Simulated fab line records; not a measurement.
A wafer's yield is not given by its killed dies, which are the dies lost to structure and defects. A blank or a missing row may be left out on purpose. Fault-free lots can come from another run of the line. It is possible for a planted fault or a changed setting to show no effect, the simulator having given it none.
Lot-split experiment	flow n5-finfet	route with 1938 steps; 7 lots, 21 wafers read

THE SPLIT
At N5_PASSIVATION_EXPOSE_07 (exposes mask TV, defocus 0 nm, target cd 3000 nm), the setting dose-mj was moved away from the recipe's 22.75 on 6 of the 21 wafers read, by -4.0% to +6.5%. This setting was run at the recipe's value on the other wafers.

FROM THE SPLIT TO THE READING: what the file shows between them, 3 steps
- N5_PASSIVATION_PEB_08
- N5_PASSIVATION_DEVELOP_09: develop time 60 s
- N5_PASSIVATION_HARDBAKE_11: time 120 s

THE READING
cd-nm at N5_PASSIVATION_CD_MEAS_10, given in nm (cd target 3000 nm). Fault-free wafers of this fab line usually give 3000.3 nm, standard deviation 2.6 nm.

wafer	tool, chamber at the split	dose-mj as run	against the recipe	cd-nm, nm	against lot-mates on the recipe
L074.2	krf-scanner-02, 0	24.24	+6.5%	3010.3	+10.5
L074.4	krf-scanner-02, 0	24.24	+6.5%	3013.5	+13.7
L074.6	krf-scanner-02, 0	22.75	recipe	2999.8	-
L075.2	krf-scanner-01, 0	21.85	-4.0%	2989.8	-12.0
L075.4	krf-scanner-01, 0	22.75	recipe	3001.8	-
L075.6	krf-scanner-01, 0	21.85	-4.0%	2993.6	-8.2
L082.3	krf-scanner-02, 0	22.75	recipe	3003.4	-
L082.4	krf-scanner-02, 0	22.75	recipe	3003.2	-
L082.6	krf-scanner-02, 0	22.75	recipe	3001.7	-
L084.3	krf-scanner-01, 0	22.75	recipe	3001.0	-
L084.4	krf-scanner-01, 0	22.75	recipe	3001.6	-
L084.6	krf-scanner-01, 0	22.75	recipe	3004.2	-
L086.1	krf-scanner-02, 0	22.75	recipe	3002.8	-
L086.2	krf-scanner-02, 0	22.75	recipe	3002.4	-
L086.6	krf-scanner-02, 0	22.75	recipe	3002.8	-
L095.1	krf-scanner-01, 0	22.75	recipe	3003.8	-
L095.4	krf-scanner-01, 0	22.13	-2.7%	2996.1	-7.7
L095.6	krf-scanner-01, 0	22.13	-2.7%	2994.8	-9.0
L093.1	krf-scanner-01, 0	22.75	recipe	3002.8	-
L093.2	krf-scanner-01, 0	22.75	recipe	2997.5	-
L093.4	krf-scanner-01, 0	22.75	recipe	2999.0	-

THE FIT
A straight line over all 21 wafers: cd-nm changes by +1.87 nm for each +1% of dose-mj; r = +0.92; the points scatter about the line by 2.1 nm.
The same after taking each lot's own level away (the mean of its wafers on the recipe; 21 wafers): +2.15 nm for each +1%; r = +0.96; scatter 1.7 nm.
According to that fit, moving dose-mj by its largest amount changes the reading by 14 nm.
The lots' own levels span 2999.77 to 3003.80 nm, that is 1.6 times the standard deviation above.
So the slope is not independent of the lot-to-lot level: the two fits are not the same.
Check: with one of the wafers moved furthest among these (+6.5%) left out of the fit, the line predicts +15.3 nm for it against its lot-mates. Against them it came out at +10.5 nm.

ADDITIONAL SPLITS CARRIED BY THESE WAFERS
These wafers also went through other splits before the reading. Each is held against what the fit with the lots' levels taken away leaves over:
other split on the same wafers	wafers away from the commonest value	r with cd-nm (lot level and that fit taken away)
N5_BEOL_M15_EXPOSE_07 dose-mj	5	+0.24
N5_MIM_BOT_ETCH_ETCH_04 time-s	7	+0.33

FILE'S OWN FIT
cd-nm changes by +2.15 nm for each +1% of dose-mj, r = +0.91.
